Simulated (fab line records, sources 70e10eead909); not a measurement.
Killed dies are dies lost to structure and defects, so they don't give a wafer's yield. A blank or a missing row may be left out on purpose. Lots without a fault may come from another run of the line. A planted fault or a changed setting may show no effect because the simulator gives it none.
A struck lot beside a sound one | flow nand_harc | 14 steps out of a route of 1302
Sound: wafers L971.2, L971.3, L971.6. Struck: wafer L980.4. (L980.2, L980.3 of the same lot were not struck and are left out.) The cause comes at the end.
At each step with rows: each side's tool, then ch and its chambers, then its first start. Under that, the readings that differ: sound wafers | struck wafers | difference of the means | sigmas: that difference in standard deviations of wafers without a fault.
alike: readings whose means differ by less than 2 such deviations, and words and numbers that are the same on both sides. not compared: withheld readings, readings that some wafer has no value for, bounds like >300 that may hide the same value, and numbers for which the record gives no deviation and whose values overlap.
The two part at a step that has a row with sigmas, a row that says differs or no value, or rows on one side only. Numbers that don't overlap but have no deviation are shown without sigmas and don't part them. A reading that every wafer of one side lacks parts them only if that side has two wafers or more.

first, 1 step without rows for these wafers: NHARC_A_CHANNEL_HOLE_D2_STRIP_43 (strips in O2/COS).
NHARC_A_CHANNEL_HOLE_D2_ETCH_44: etches the open film in CF4/O2, target depth 140 nm, overetch 14 nm, time 77 s.
  sound on rie_diel-08 ch 0,1,3, day 14 12:22; struck on rie_diel-08 ch 2, day 18 08:16
  reading               | sound             | struck | difference | sigmas
  oes_product_au (a.u.) | 0.982 0.998 1.002 | 1.012  | +0.018     | +2
  alike: drypump_motor_current_A, rf_vpp_V, showerhead_plenum_p_Torr, throttle_valve_pct
  not compared: rf_hours_counter_h
NHARC_A_CHANNEL_HOLE_D2_STRIP_28: strips in O2.
  sound on rie_diel-08 ch 0,3; struck on rie_diel-08 ch 3
  alike: drypump_motor_current_A, oes_product_au, rf_vpp_V, showerhead_plenum_p_Torr, throttle_valve_pct
  not compared: rf_hours_counter_h
then, 2 steps without rows for these wafers: NHARC_A_CHANNEL_HOLE_D2_PRECLEAN_29 (cleans in SC1); NHARC_A_CHANNEL_HOLE_D2_SRD_30.
NHARC_A_CHANNEL_HOLE_D2_CD_MEAS_31:
  sound on cd_sem-02, day 14 13:10; struck on cd_sem-03, day 18 09:05
  alike: cd_nm
NHARC_A_CHANNEL_HOLE_D2_XSEM_32:
  sound on xsem-01 ch 0, day 14 13:14; struck on xsem-02 ch 0, day 18 09:10
  reading            | sound          | struck | difference | sigmas
  tilt_deg (degrees) | 0.03 0.03 0.03 | 0.17   | +0.14      | +3
  alike: bot_cd_nm, bow_nm
NHARC_A_CHANNEL_HOLE_D2_INSPECT_40:
  sound on defect_inspect-02, day 14 13:20; struck on defect_inspect-01, day 18 09:16
  alike: raw_defect_count
then, 3 steps without rows for these wafers: NHARC_A_CHANNEL_FILL_D2_PRECLEAN_00 (cleans in SC1); NHARC_A_CHANNEL_FILL_D2_SRD_01; NHARC_A_CHANNEL_FILL_D2_ALD_02 (deposits SiO2, target thk 6 nm, pulse time 10 s, ald cycles 60).
NHARC_A_CHANNEL_FILL_D2_ALD_03: deposits SiNx, target thk 6 nm, pulse time 60 s, ald cycles 58.
  sound on ald_sin_batch-02 ch 0; struck on ald_sin_batch-02 ch 0
  alike: chamber_pressure_Torr, precursor_pulse_height_rel
  not compared: ald_cycles
NHARC_A_CHANNEL_FILL_D2_ALD_14: deposits SiO2, target thk 2.5 nm, pulse time 10 s, ald cycles 25.
  sound on ald_hk-01 ch 1,2,3, day 14 20:59; struck on ald_hk-02 ch 2, day 18 16:31
  reading    | sound    | struck | difference | sigmas
  ald_cycles | 25 25 25 | 22     | -3         |
  alike: heater_power_w, precursor_pulse_height_rel
  not compared: since_wet_clean_h
NHARC_A_CHANNEL_FILL_D2_ALD_15: deposits SiNx, target thk 2 nm, pulse time 60 s, ald cycles 19.
  sound on ald_sin_batch-02 ch 0; struck on ald_sin_batch-03 ch 0
  alike: chamber_pressure_Torr, precursor_pulse_height_rel
  not compared: ald_cycles

WHERE THEY PART
First at NHARC_A_CHANNEL_HOLE_D2_ETCH_44; last, within this record, at NHARC_A_CHANNEL_HOLE_D2_XSEM_32. Later steps at which nothing parts them and some readings are alike: NHARC_A_CHANNEL_HOLE_D2_INSPECT_40, NHARC_A_CHANNEL_FILL_D2_ALD_03, NHARC_A_CHANNEL_FILL_D2_ALD_14, NHARC_A_CHANNEL_FILL_D2_ALD_15.

WHY: what the simulator had put in
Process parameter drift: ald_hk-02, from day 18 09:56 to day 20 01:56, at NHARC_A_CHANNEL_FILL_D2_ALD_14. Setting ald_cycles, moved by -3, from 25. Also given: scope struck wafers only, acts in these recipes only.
